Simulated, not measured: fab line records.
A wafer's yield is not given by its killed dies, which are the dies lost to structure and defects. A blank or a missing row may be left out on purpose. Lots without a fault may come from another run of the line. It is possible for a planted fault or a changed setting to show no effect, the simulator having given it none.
A single fault, viewed from 2 desks    flow n5 finfet    what lay behind the numbers comes last; until then each desk has only its own

## AT THE TOOL OWNER'S DESK: pecvd-03
The tool's own readings at N5_FIN_SAQP_PECVD_06 (deposits a-Si from SiH4/He, target thk 60 nm, time 48.1 s): means of the sampled wafers that have a number, for each lot that ran on this tool. Marked OUT: a lot whose mean sits more than 4 standard deviations from the usual mean, which makes it out of limits; the brackets give that distance.
Columns: A = heater power w at N5_FIN_SAQP_PECVD_06, usual 861 W; B = showerhead plenum p Torr at N5_FIN_SAQP_PECVD_06, usual 5.66 Torr; C = susceptor temp C at N5_FIN_SAQP_PECVD_06, usual 400.02 C; D = throttle valve pct at N5_FIN_SAQP_PECVD_06, usual 18.3 %
lot   first seen here  A    B     C       D
L200  day 2 21:16      796  5.65  400.01  18.9
L201  day 3 03:12      855  5.65  399.84  18.2
L202  day 3 09:12      863  5.66  399.90  18.1
L207  day 4 15:20      903  5.61  400.05  18.2
L217  day 7 03:37      904  5.61  400.20  18.2
This desk's finding: nothing out of limits on any of the 5 lots.

## METROLOGY DESK
Lot by lot, what the gauges showed, no matter which tool ran the lot: averages of those sampled wafers that carry a number. Marked OUT: a lot whose mean sits more than 4 standard deviations from the usual mean, which makes it out of limits; the brackets give that distance. Of its 12 readings 7 are shown: the one that was out of limits first, and those that lie furthest out on some lot.
Columns: A = thk nm at N5_FIN_SAQP_THK_MEAS_07, usual 60.0 nm; B = DIBL_P at N5_BEOL_M4_RC_MEAS_101, usual 36 mV/V; C = IOFF_N at N5_BEOL_M4_RC_MEAS_101, usual 0.16 nA/um; D = IOFF_P at N5_BEOL_M4_RC_MEAS_101, usual 0.21 nA/um; E = SS_P at N5_BEOL_M4_RC_MEAS_101, usual 73.2 mV/dec; F = VT_N at N5_BEOL_M4_RC_MEAS_101, usual 249 mV; G = VT_P at N5_BEOL_M4_RC_MEAS_101, usual -250 mV
lot   first seen here  A                B   C     D     E     F    G
L199  day 2 09:14      59.8             40  0.20  0.27  73.9  246  -246
L200  day 2 15:18      59.2             35  0.14  0.19  72.5  249  -251
L201  day 2 21:15      60.4             38  0.19  0.24  74.0  248  -248
L202  day 3 03:28      54.8 (-6.3) OUT  34  0.14  0.16  72.9  249  -254
L206  day 4 03:03      60.5             34  0.15  0.21  72.8  249  -249
L207  day 4 08:49      54.7 (-6.4) OUT  35  0.14  0.22  72.8  252  -249
L217  day 6 21:04      59.5             43  0.28  0.35  75.1  241  -241
L218  day 7 02:52      59.2             35  0.16  0.19  73.1  248  -250
This desk's verdict: out of limits on L202, L207, starting with L202 at day 3 09:17 (thk nm at N5_FIN_SAQP_THK_MEAS_07). In limits: L199, L200, L201, L206, L217, L218.

## ALL TOGETHER
Metrology desk: alarm possible at day 3 09:17 on L202, L207.
The tool owner's desk saw nothing out of limits.
The tool owner's desk has L202, L207 on record, within its limits.
N5_FIN_SAQP_PECVD_06 was run on pecvd-03 by each of the lots named.

## WHAT THE SIMULATOR PUT IN
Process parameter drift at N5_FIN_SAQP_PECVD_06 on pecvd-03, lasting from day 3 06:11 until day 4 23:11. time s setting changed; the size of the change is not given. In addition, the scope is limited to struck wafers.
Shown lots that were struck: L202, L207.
Per desk, hours elapsed from the start of the fault to the first reading out of limits: for the metrology desk, 3.
